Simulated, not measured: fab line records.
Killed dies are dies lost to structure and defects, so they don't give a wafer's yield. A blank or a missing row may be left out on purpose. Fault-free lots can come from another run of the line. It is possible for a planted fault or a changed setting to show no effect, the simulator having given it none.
fab line records | flow nandHarc
[record] lots = 6 | wafers = 18 | lastDay = 34
route steps=1302 shown A_CHANNEL_HOLE_D1@459
lots with no fault: from the same line, run without faults
startH: hours from the record's first day to the start of the lot's first wafer shown | waitH: time in hours since the lot's previous step | " identical to the entry in the row above | L1.1+2: one row covering several wafers at once | - no value, or no start was given | * or withheld: withheld | < > ~ a bound
route shown NAME@n: a module of which the file shows steps, and the number in the route of the first | usual: mean and standard deviation over wafers with no fault | same: alike in all rows | chamber/n: place in a boat | sites: each site's reading | _std_site: their standard deviation | _edge_site: inner sites' mean taken away from outer sites' mean | radiusMm: how far each site lies from the wafer's centre | mask NAME#n: copy n | behind: tool/chamber where the wafer was last shaped | hold: why the lot went on hold/how many hours it stayed there/how the hold came to an end | device: the n, p or np transistor that did not switch | end of line: tests run on the same wafers once the route is complete | a step with no rows: only its recipe | killed: the dies lost at the first sort to structure and to defects; this is not the yield of the wafer | map: a wafer's dies, marking killed ones x, the rest . and places with no die _
set.NAME: the setting as run; set.NAME@STEP: as run at that earlier step | model.NAME: the simulator's own value behind a step, which no gauge read
lots at selected steps of the route; one table per step, one row per wafer
services: a tool's chamber out of use, with start hour (startH, from the record's first day; less than 0 if before it), hours out, and reason
[[steps]]
[step NHARC_A_CHANNEL_HOLE_D1_EXPOSE_07]
[recipe] na = 1.35 | targetCdNm = 100 | sigmaOuter = 0.3 | doseMj = 59.65 | maskId = HOLE_D1
[step NHARC_A_CHANNEL_HOLE_D1_PEB_08]
[recipe] pebTempC = 100 | pebTimeS = 65
[step NHARC_A_CHANNEL_HOLE_D1_DEVELOP_09]
[recipe] developTimeS = 35 | devTempC = 23
[step NHARC_A_CHANNEL_HOLE_D1_CD_MEAS_10]
[recipe] targetCdNm = 100 | landingEnergyEv = 500
[usual] cdNm = 100.1/0.64
lot.wafer | tool     | chamber | startH | waitH | cdNm
L827.3    | cdSem-03 | 0       | 179.71 | -     | 100.2
L827.4    | "        | 0       | "      | "     | 99.9
L827.6    | "        | 0       | "      | "     | 100.2
L832.2    | cdSem-03 | 0       | 227.76 | -     | 98.6
L832.3    | "        | 0       | "      | "     | 99.6
L832.6    | "        | 0       | "      | "     | 99.1
L841.1    | cdSem-01 | 0       | 321.59 | -     | 99.4
L841.2    | "        | 0       | "      | "     | 99.5
L841.4    | "        | 0       | "      | "     | 99.5
L840.2    | cdSem-01 | 0       | 322.07 | -     | 99.1
L840.3    | "        | 0       | "      | "     | 99.3
L840.4    | "        | 0       | "      | "     | 99.9
L849.1    | cdSem-01 | 0       | 405.95 | -     | 100.7
L849.3    | "        | 0       | "      | "     | 99.8
L849.5    | "        | 0       | "      | "     | 100.3
L850.1    | cdSem-02 | 0       | 406.24 | -     | 99.4
L850.2    | "        | 0       | "      | "     | 100.5
L850.3    | "        | 0       | "      | "     | 101.0
[step NHARC_A_CHANNEL_HOLE_D1_OVL_MEAS_11]
[usual] overlayXNm = 0.1/0.87 | overlayYNm = -0.1/0.95
lot.wafer | tool       | chamber | startH | waitH | overlayXNm | overlayYNm
L827.3    | overlay-02 | -       | 179.79 | -     | 0.3        | -0.2
L827.4    | "          | -       | "      | "     | 0.6        | -0.5
L827.6    | "          | -       | "      | "     | 0.5        | 0.0
L832.2    | overlay-01 | -       | 227.85 | -     | -0.1       | -0.4
L832.3    | "          | -       | "      | "     | -0.1       | 0.3
L832.6    | "          | -       | "      | "     | -0.3       | 0.6
L841.1    | overlay-02 | -       | 321.68 | -     | -0.4       | 1.0
L841.2    | "          | -       | "      | "     | 0.1        | 0.8
L841.4    | "          | -       | "      | "     | 0.2        | 1.4
L840.2    | overlay-02 | -       | 322.16 | -     | 0.6        | 0.2
L840.3    | "          | -       | "      | "     | 0.4        | -0.5
L840.4    | "          | -       | "      | "     | 0.3        | -0.4
L849.1    | overlay-01 | -       | 406.03 | -     | 1.4        | -0.3
L849.3    | "          | -       | "      | "     | 1.0        | -1.0
L849.5    | "          | -       | "      | "     | 1.8        | -0.9
L850.1    | overlay-02 | -       | 406.33 | -     | 0.3        | -0.2
L850.2    | "          | -       | "      | "     | 0.0        | -0.3
L850.3    | "          | -       | "      | "     | -0.1       | 0.1
[step NHARC_A_CHANNEL_HOLE_D1_INSPECT_12]
[usual] rawDefectCount = 5.3/2.9
lot.wafer | tool             | chamber | startH | waitH | rawDefectCount
L827.3    | defectInspect-01 | -       | 179.83 | 0.0   | 7
L827.4    | "                | -       | "      | "     | 3
L827.6    | "                | -       | "      | "     | 12
L832.2    | defectInspect-01 | -       | 227.89 | 0.0   | 2
L832.3    | "                | -       | "      | "     | 6
L832.6    | "                | -       | "      | "     | 2
L841.1    | defectInspect-01 | -       | 321.72 | 0.0   | 0
L841.2    | "                | -       | "      | "     | 4
L841.4    | "                | -       | "      | "     | 7
L840.2    | defectInspect-02 | -       | 322.19 | 0.0   | 3
L840.3    | "                | -       | "      | "     | 3
L840.4    | "                | -       | "      | "     | 2
L849.1    | defectInspect-01 | -       | 406.07 | 0.0   | 5
L849.3    | "                | -       | "      | "     | 5
L849.5    | "                | -       | "      | "     | 2
L850.1    | defectInspect-01 | -       | 406.37 | 0.0   | 3
L850.2    | "                | -       | "      | "     | 5
L850.3    | "                | -       | "      | "     | 6
[step NHARC_A_CHANNEL_HOLE_D1_DESCUM_15]
[recipe] timeS = 3 | o2FlowSccm = 200 | arFlowSccm = 0 | biasPowerW = 0 | chemistry = O2
[usual] drypumpMotorCurrentA = 5.6/0.41 | oesProductAu = 0.999/0.012 | rfVppV = 57.8/0.87 | showerheadPlenumPTorr = 1.90/0.082 | throttleValvePct = 11.310/0.0089
[same] timeS = 3
lot.wafer | tool       | chamber | startH | waitH | drypumpMotorCurrentA | oesProductAu | rfHoursCounterH | rfVppV | showerheadPlenumPTorr | throttleValvePct
L827.4    | rieDiel-05 | 0       | 179.93 | 0.1   | 5.3                  | 0.997        | 10              | 58.2   | 2.01                  | 11.305
L827.3    | "          | 2       | "      | "     | 6.3                  | 0.984        | 10              | 57.9   | 1.80                  | 11.315
L827.6    | "          | 0       | "      | "     | 5.3                  | 0.999        | -               | 57.5   | 2.01                  | 11.303
L832.2    | rieDiel-05 | 1       | 227.96 | 0.1   | 5.5                  | 1.009        | 14              | 58.0   | 1.83                  | 11.312
L832.3    | "          | 2       | "      | "     | 6.3                  | 0.988        | 14              | 57.6   | 1.80                  | 11.302
L832.6    | "          | 1       | "      | "     | 5.5                  | 0.998        | -               | 57.8   | 1.83                  | 11.315
L841.1    | rieDiel-05 | 0       | 321.79 | 0.1   | 5.3                  | 1.031        | 7               | 59.2   | 2.00                  | 11.326
L841.2    | "          | 1       | "      | "     | 5.5                  | 1.017        | 6               | 57.5   | 1.82                  | 11.318
L841.4    | "          | 2       | "      | "     | 6.2                  | 0.997        | 7               | 57.1   | 1.80                  | 11.304
L840.4    | rieDiel-05 | 0       | 322.26 | 0.1   | 5.3                  | 1.017        | 7               | 57.5   | 2.00                  | 11.296
L840.2    | "          | 1       | "      | "     | 5.5                  | 1.003        | 6               | 58.0   | 1.82                  | 11.310
L840.3    | "          | 2       | "      | "     | 6.3                  | 0.986        | 7               | 58.2   | 1.80                  | 11.328
L849.3    | rieDiel-05 | 2       | 406.13 | 0.1   | 6.3                  | 0.988        | 16              | 57.7   | 1.80                  | 11.313
L849.1    | "          | 1       | "      | "     | 5.5                  | 1.018        | 15              | 58.7   | 1.82                  | 11.293
L849.5    | "          | 2       | "      | "     | 6.3                  | 0.988        | -               | 58.2   | 1.80                  | 11.323
L850.1    | rieDiel-12 | 1       | 406.43 | 0.1   | 5.8                  | 1.001        | 44              | 57.4   | 1.94                  | 11.332
L850.2    | "          | 3       | "      | "     | 5.9                  | 0.986        | 42              | 55.8   | 1.77                  | 11.324
L850.3    | "          | 0       | "      | "     | 5.7                  | 0.998        | 44              | 58.5   | 1.93                  | 11.309
[step NHARC_A_CHANNEL_HOLE_D1_ETCH_38]
[recipe] targetDepthA = 390 | overEtchFrac = 0.3 | timeS = 65 | ionEnergyEv = 80 | cf4FlowSccm = 150 | arFlowSccm = 0 | rfW = 300 | biasW = 100 | chemistry = CF4
[usual] drypumpMotorCurrentA = 5.7/0.42 | oesProductAu = 0.998/0.012 | rfVppV = 150.9/1.2 | showerheadPlenumPTorr = 1.75/0.071 | throttleValvePct = 13.284/0.0092
[same] overEtchFrac = 0.3 | timeS = 65
lot.wafer | tool       | chamber | startH | waitH | drypumpMotorCurrentA | oesProductAu | rfHoursCounterH | rfVppV | showerheadPlenumPTorr | throttleValvePct
L827.4    | rieDiel-05 | 1       | 180.04 | 0.1   | 5.5                  | 1.005        | 10              | 149.4  | 1.70                  | 13.279
L827.3    | "          | 2       | "      | "     | 6.3                  | 0.988        | 10              | 150.2  | 1.67                  | 13.289
L827.6    | "          | 0       | "      | "     | 5.3                  | 1.008        | -               | 151.6  | 1.85                  | 13.288
L832.3    | rieDiel-05 | 3       | 228.03 | 0.1   | 5.2                  | 0.976        | 14              | 151.5  | 1.77                  | 13.282
L832.2    | "          | 0       | "      | "     | 5.3                  | 0.991        | 14              | 151.8  | 1.85                  | 13.277
L832.6    | "          | 3       | "      | "     | 5.2                  | 0.981        | -               | 151.8  | 1.77                  | 13.273
L841.1    | rieDiel-05 | 1       | 321.86 | 0.1   | 5.5                  | 1.009        | 6               | 151.5  | 1.69                  | 13.285
L841.4    | "          | 2       | "      | "     | 6.3                  | 0.989        | 7               | 149.9  | 1.67                  | 13.297
L841.2    | "          | 0       | "      | "     | 5.3                  | 1.020        | 7               | 151.8  | 1.84                  | 13.282
L840.3    | rieDiel-05 | 0       | 322.66 | 0.4   | 5.3                  | 1.012        | 7               | 152.4  | 1.85                  | 13.284
L840.4    | "          | 1       | "      | "     | 5.5                  | 0.997        | 7               | 151.1  | 1.69                  | 13.278
L840.2    | "          | 2       | "      | "     | 6.3                  | 0.983        | 7               | 149.5  | 1.67                  | 13.293
L849.3    | rieDiel-05 | 0       | 406.22 | 0.1   | 5.3                  | 1.010        | 14              | 151.5  | 1.84                  | 13.288
L849.1    | "          | 1       | "      | "     | 5.5                  | 1.006        | 15              | 150.3  | 1.69                  | 13.285
L849.5    | "          | 0       | "      | "     | 5.3                  | 1.006        | -               | 151.8  | 1.84                  | 13.282
L850.1    | rieDiel-12 | 3       | 406.51 | 0.1   | 5.9                  | 0.994        | 42              | 149.6  | 1.64                  | 13.284
L850.3    | "          | 0       | "      | "     | 5.7                  | 0.988        | 44              | 151.5  | 1.78                  | 13.274
L850.2    | "          | 1       | "      | "     | 5.9                  | 1.001        | 44              | 150.5  | 1.79                  | 13.273
[step NHARC_A_CHANNEL_HOLE_D1_ETCH_39]
[recipe] targetDepthA = 2600 | overEtchFrac = 0.3 | timeS = 325 | ionEnergyEv = 200 | n2FlowSccm = 150 | h2FlowSccm = 150 | arFlowSccm = 0 | rfW = 400 | biasW = 150 | chemistry = N2/H2
[usual] drypumpMotorCurrentA = 5.6/0.42 | oesProductAu = 0.997/0.012 | rfVppV = 429.9/2.7 | showerheadPlenumPTorr = 2.02/0.09 | throttleValvePct = 14.171/0.0089
[same] overEtchFrac = 0.3 | timeS = 325
lot.wafer | tool       | chamber | startH | waitH | drypumpMotorCurrentA | oesProductAu | rfHoursCounterH | rfVppV | showerheadPlenumPTorr | throttleValvePct
L827.3    | rieDiel-05 | 0       | -      | -     | 5.3                  | 0.989        | 10              | 433.1  | 2.14                  | 14.170
L827.4    | "          | 1       | "      | "     | 5.5                  | 1.001        | 10              | 428.5  | 1.95                  | 14.167
L827.6    | "          | 3       | "      | "     | 5.2                  | 0.978        | -               | 431.2  | 2.04                  | 14.167
L832.3    | rieDiel-05 | 3       | -      | -     | 5.2                  | 0.963        | 14              | 431.0  | 2.04                  | 14.158
L832.2    | "          | 0       | "      | "     | 5.3                  | 0.997        | 14              | 432.7  | 2.14                  | 14.168
L832.6    | "          | 2       | "      | "     | 6.3                  | 0.995        | -               | 427.1  | 1.92                  | 14.190
L841.4    | rieDiel-05 | 1       | -      | -     | 5.5                  | 0.990        | 6               | 428.4  | 1.94                  | 14.159
L841.2    | "          | 3       | "      | "     | 5.2                  | 1.002        | 7               | 430.7  | 2.03                  | 14.160
L841.1    | "          | 0       | "      | "     | 5.3                  | 1.015        | 7               | 432.8  | 2.14                  | 14.158
L840.3    | rieDiel-05 | 3       | -      | -     | 5.2                  | 0.983        | 8               | 429.8  | 2.03                  | 14.167
L840.2    | "          | 1       | "      | "     | 5.5                  | 1.002        | 7               | 426.8  | 1.94                  | 14.173
L840.4    | "          | 2       | "      | "     | 6.3                  | 0.988        | 7               | 425.7  | 1.92                  | 14.172
L849.3    | rieDiel-05 | 3       | -      | -     | 5.2                  | 0.988        | 16              | 430.0  | 2.03                  | 14.174
L849.1    | "          | 0       | "      | "     | 5.3                  | 1.013        | 14              | 433.1  | 2.13                  | 14.193
L849.5    | "          | 0       | "      | "     | 5.3                  | 1.006        | -               | 433.6  | 2.13                  | 14.162
L850.1    | rieDiel-12 | 3       | -      | -     | 5.9                  | 0.990        | 42              | 426.0  | 1.88                  | 14.177
L850.2    | "          | 0       | "      | "     | 5.7                  | 1.002        | 44              | 430.3  | 2.06                  | 14.189
L850.3    | "          | 1       | "      | "     | 5.9                  | 1.001        | 44              | 429.8  | 2.07                  | 14.166
[step NHARC_A_CHANNEL_HOLE_D1_ETCH_34]
[recipe] targetDepthA = 1540 | timeS = 77 | cf4FlowSccm = 100 | chf3FlowSccm = 30 | arFlowSccm = 0 | rfW = 500 | biasW = 200 | chemistry = CF4/CHF3
[usual] chf3FlowSccm = 30.01/0.089 | drypumpMotorCurrentA = 5.6/0.43 | oesProductAu = 0.948/0.024 | rfVppV = 370.0/2.1 | showerheadPlenumPTorr = 1.56/0.063 | throttleValvePct = 16.802/0.0097
[same] timeS = 77
lot.wafer | tool       | chamber | startH | waitH | chf3FlowSccm | drypumpMotorCurrentA | oesProductAu | rfHoursCounterH | rfVppV | showerheadPlenumPTorr | throttleValvePct
L827.3    | rieDiel-05 | 0       | -      | -     | 30.09        | 5.3                  | 0.930        | 10              | 373.2  | 1.65                  | 16.805
L827.4    | "          | 3       | "      | "     | 30.07        | 5.2                  | 0.923        | 10              | 371.7  | 1.57                  | 16.797
L827.6    | "          | 0       | "      | "     | 30.06        | 5.3                  | 0.926        | -               | 372.8  | 1.65                  | 16.813
L832.2    | rieDiel-05 | 3       | -      | -     | 29.93        | 5.2                  | 0.960        | 14              | 370.2  | 1.57                  | 16.809
L832.3    | "          | 0       | "      | "     | 29.98        | 5.3                  | 0.965        | 14              | 372.5  | 1.64                  | 16.794
L832.6    | "          | 2       | "      | "     | 30.06        | 6.2                  | 0.970        | -               | 366.6  | 1.49                  | 16.788
L841.1    | rieDiel-05 | 2       | -      | -     | 30.05        | 6.3                  | 0.908        | 7               | 368.8  | 1.49                  | 16.811
L841.4    | "          | 3       | "      | "     | 30.04        | 5.2                  | 0.917        | 7               | 371.4  | 1.57                  | 16.802
L841.2    | "          | 0       | "      | "     | 29.94        | 5.3                  | 0.928        | 7               | 371.8  | 1.64                  | 16.802
L840.2    | rieDiel-05 | 0       | -      | -     | 29.93        | 5.3                  | 0.944        | 7               | 371.4  | 1.64                  | 16.788
L840.3    | "          | 1       | "      | "     | 30.09        | 5.5                  | 0.952        | 7               | 367.8  | 1.50                  | 16.807
L840.4    | "          | 2       | "      | "     | 29.92        | 6.3                  | 0.936        | 7               | 368.1  | 1.49                  | 16.801
L849.3    | rieDiel-05 | 2       | -      | -     | 29.96        | 6.3                  | 0.908        | 16              | 367.1  | 1.48                  | 16.791
L849.1    | "          | 0       | "      | "     | 30.04        | 5.3                  | 0.943        | 14              | 372.8  | 1.64                  | 16.800
L849.5    | "          | 1       | "      | "     | 29.95        | 5.5                  | 0.930        | -               | 368.6  | 1.50                  | 16.812
L850.2    | rieDiel-12 | 2       | -      | -     | 30.06        | 5.6                  | 0.970        | 42              | 372.1  | 1.62                  | 16.809
L850.1    | "          | 3       | "      | "     | 30.01        | 5.9                  | 0.956        | 42              | 366.9  | 1.46                  | 16.803
L850.3    | "          | 0       | "      | "     | 29.99        | 5.7                  | 0.966        | 45              | 370.1  | 1.59                  | 16.803
[step NHARC_A_CHANNEL_HOLE_D1_ETCH_16]
[recipe] targetDepthA = 31000 | overEtchFrac = 0.3 | timeS = 806 | ionEnergyEv = 150 | o2FlowSccm = 400 | cosFlowSccm = 20 | arFlowSccm = 0 | rfW = 500 | biasW = 300 | chemistry = O2/COS
[step NHARC_A_CHANNEL_HOLE_D1_CD_MEAS_18]
[usual] cdNm = 99.0/2.3
lot.wafer | tool     | chamber | startH | waitH | cdNm
L827.3    | cdSem-02 | -       | 181.06 | -     | 100.7
L827.4    | "        | -       | "      | "     | 96.2
L827.6    | "        | -       | "      | "     | 101.9
L832.2    | cdSem-01 | -       | 229.05 | -     | 99.2
L832.3    | "        | -       | "      | "     | 99.7
L832.6    | "        | -       | "      | "     | 97.0
L841.1    | cdSem-03 | -       | 322.89 | -     | 98.6
L841.2    | "        | -       | "      | "     | 96.5
L841.4    | "        | -       | "      | "     | 95.5
L840.2    | cdSem-01 | -       | 323.68 | -     | 94.8
L840.3    | "        | -       | "      | "     | 99.4
L840.4    | "        | -       | "      | "     | 97.6
L849.1    | cdSem-01 | -       | 407.33 | -     | 102.1
L849.3    | "        | -       | "      | "     | 99.7
L849.5    | "        | -       | "      | "     | 101.9
L850.1    | cdSem-03 | -       | 407.77 | -     | 103.7
L850.2    | "        | -       | "      | "     | 99.7
L850.3    | "        | -       | "      | "     | 101.7
[step NHARC_A_CHANNEL_HOLE_D1_ETCH_19]
[recipe] biasV = 1200 | sourceW = 2500 | pressureMtorr = 15 | timeS = 34.5 | arFlowSccm = 375 | c4f8FlowSccm = 28.8 | o2FlowSccm = 96.2 | tempC = -20 | targetDepthA = * | chemistry = C4F8/O2/Ar
[usual] c4f8FlowSccm = 28.80/0.086 | drypumpMotorCurrentA = 5.29/0.18 | showerheadPlenumPTorr = 3.71/0.072 | throttleValvePct = 37.036/0.0091
[same] timeS = 34.5
lot.wafer | tool       | chamber | startH | waitH | c4f8FlowSccm | drypumpMotorCurrentA | rfHoursCounterH | showerheadPlenumPTorr | throttleValvePct
L827.3    | harEtch-01 | 0       | 181.17 | 0.1   | 28.81        | 5.40                 | -               | 3.78                  | 37.051
L827.4    | "          | 1       | "      | "     | 28.90        | 5.31                 | -               | 3.71                  | 37.033
L827.6    | "          | 0       | "      | "     | 28.82        | 5.40                 | -               | 3.78                  | 37.036
L832.2    | harEtch-01 | 1       | 230.12 | 1.1   | 28.75        | 5.35                 | 114             | 3.69                  | 37.032
L832.3    | "          | 0       | "      | "     | 28.69        | 5.39                 | -               | 3.77                  | 37.034
L832.6    | "          | 1       | "      | "     | 28.75        | 5.36                 | -               | 3.69                  | 37.030
L841.1    | harEtch-01 | 1       | 322.96 | 0.1   | 14.42        | 5.35                 | 164             | 3.60                  | 36.097
L841.2    | "          | 0       | "      | "     | 28.72        | 5.39                 | 164             | 3.74                  | 37.033
L841.4    | "          | 1       | "      | "     | 14.35        | 5.36                 | -               | 3.60                  | 36.077
L840.2    | harEtch-01 | 0       | 327.11 | 3.4   | 28.78        | 5.38                 | 168             | 3.74                  | 37.035
L840.4    | "          | 0       | "      | "     | 28.85        | 5.40                 | -               | 3.74                  | 37.032
L840.3    | "          | 1       | "      | "     | 14.50        | 5.34                 | -               | 3.60                  | 36.075
L849.1    | harEtch-01 | 0       | 407.41 | 0.1   | 28.93        | 5.41                 | 218             | 3.71                  | 37.042
L849.3    | "          | 0       | "      | "     | 28.87        | 5.40                 | -               | 3.71                  | 37.043
L849.5    | "          | 0       | "      | "     | 28.80        | 5.40                 | -               | 3.71                  | 37.040
L850.2    | harEtch-02 | 1       | 407.85 | 0.1   | 28.82        | 5.38                 | 8               | 3.70                  | 37.022
L850.1    | "          | 0       | "      | "     | 28.79        | 4.90                 | 8               | 3.98                  | 37.038
L850.3    | "          | 0       | "      | "     | 28.68        | 4.92                 | -               | 3.98                  | 37.027
[step NHARC_A_CHANNEL_HOLE_D1_ETCH_20]
[recipe] biasV = 3000 | sourceW = withheld | pressureMtorr = 20 | timeS = 361.9 | arFlowSccm = 375 | c4f8FlowSccm = 89.3 | o2FlowSccm = 35.7 | tempC = -20 | targetDepthA = 16000 | chemistry = C4F8/O2/Ar
[usual] c4f8FlowSccm = 89.31/0.27 | drypumpMotorCurrentA = 5.29/0.18 | showerheadPlenumPTorr = 3.67/0.069 | throttleValvePct = 32.155/0.0095
[same] timeS = 361.9
lot.wafer | tool       | chamber | startH | waitH | c4f8FlowSccm | drypumpMotorCurrentA | rfHoursCounterH | showerheadPlenumPTorr | throttleValvePct
L827.3    | harEtch-01 | 0       | 181.35 | 0.2   | 89.37        | 5.40                 | -               | 3.74                  | 32.144
L827.4    | "          | 1       | "      | "     | 89.34        | 5.36                 | -               | 3.67                  | 32.174
L827.6    | "          | 0       | "      | "     | 89.23        | 5.39                 | -               | 3.74                  | 32.143
L832.2    | harEtch-01 | 1       | 230.23 | 0.1   | 89.56        | 5.35                 | 114             | 3.65                  | 32.157
L832.3    | "          | 0       | "      | "     | 89.45        | 5.40                 | -               | 3.72                  | 32.139
L832.6    | "          | 1       | "      | "     | 89.54        | 5.36                 | -               | 3.65                  | 32.177
L841.1    | harEtch-01 | 1       | 323.08 | 0.1   | 89.29        | 5.32                 | 164             | 3.63                  | 32.169
L841.2    | "          | 0       | "      | "     | 89.46        | 5.39                 | 164             | 3.69                  | 32.166
L841.4    | "          | 1       | "      | "     | 89.39        | 5.34                 | -               | 3.63                  | 32.166
L840.2    | harEtch-01 | 0       | 327.23 | 0.1   | 89.01        | 5.41                 | 168             | 3.69                  | 32.148
L840.4    | "          | 0       | "      | "     | 89.08        | 5.40                 | -               | 3.69                  | 32.160
L840.3    | "          | 1       | "      | "     | 88.95        | 5.33                 | -               | 3.62                  | 32.159
L849.1    | harEtch-01 | 0       | 407.52 | 0.1   | 89.01        | 5.39                 | 218             | 3.67                  | 32.167
L849.3    | "          | 0       | "      | "     | 89.39        | 5.39                 | -               | 3.67                  | 32.152
L849.5    | "          | 0       | "      | "     | 89.14        | 5.40                 | -               | 3.67                  | 32.158
L850.2    | harEtch-02 | 1       | 407.96 | 0.1   | 89.15        | 5.38                 | 8               | 3.66                  | 32.164
L850.1    | "          | 0       | "      | "     | 89.44        | 4.91                 | 8               | 3.93                  | 32.151
L850.3    | "          | 0       | "      | "     | 89.56        | 4.90                 | -               | 3.93                  | 32.152
[[services]]
tool       | chamber | startH | hours | kind
rieDiel-05 | 0       | 159.82 | -     | clean
rieDiel-05 | 1       | 159.82 | -     | clean
rieDiel-05 | 2       | 159.82 | -     | clean
rieDiel-05 | 3       | 159.82 | -     | clean
rieDiel-05 | -       | 171.47 | 5.2   | repair
rieDiel-05 | 0       | 184.32 | -     | clean
rieDiel-05 | 1       | 184.32 | -     | clean
rieDiel-05 | 2       | 184.32 | -     | clean
rieDiel-05 | 3       | 184.32 | -     | clean
rieDiel-12 | 2       | 200.63 | 10.0  | repair
rieDiel-05 | 0       | 208.82 | -     | clean
rieDiel-05 | 1       | 208.82 | -     | clean
rieDiel-05 | 2       | 208.82 | -     | clean
rieDiel-05 | 3       | 208.82 | -     | clean
rieDiel-12 | 0       | 212.52 | 8.3   | repair
harEtch-02 | -       | 227.03 | 2.7   | repair
rieDiel-05 | -       | 229.60 | 9.0   | pm
rieDiel-05 | 0       | 229.60 | 9.0   | ventCycle
rieDiel-05 | 1       | 229.60 | 9.0   | ventCycle
rieDiel-05 | 2       | 229.60 | 9.0   | ventCycle
rieDiel-12 | 1       | 238.83 | 9.6   | repair
rieDiel-12 | -       | 268.96 | 9.0   | pm
rieDiel-05 | 0       | 335.23 | 14.1  | repair
harEtch-02 | -       | 378.41 | 17.0  | pm
[[key]]
[firstSign] step = NHARC_A_CHANNEL_HOLE_D1_ETCH_19 | reading = c4f8FlowSccm | direction = down | sigmas = 99+ | usual = * | struck = *
[effect] step = NHARC_A_CHANNEL_HOLE_D1_ETCH_19 | reading = throttleValvePct | direction = down | sigmas = 99+ | usual = 37.036 | struck = 36.083
metAt NHARC_A_CHANNEL_HOLE_D1_ETCH_19
struckWafers L840.3,L841.1,L841.4
testerLeftOut L840,L841
onsetBetween 230.12 322.96
[fault] kind = processParameterDrift | tool = harEtch-01 | chamber = 1 | onsetH = 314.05 | steps = NHARC_A_CHANNEL_HOLE_D1_ETCH_19 | channel = c4f8FlowSccm | offset = * | shape = step | endH = 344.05 | actsIn = * | stated = *
// testerLeftOut: of these lots the tester's yield and bins aren't shown, on N5 and GAA mostly nor the transistor test; their killed dies are dies lost to structure and defects alone, not to doping, threshold or leakage, so they don't give the yield
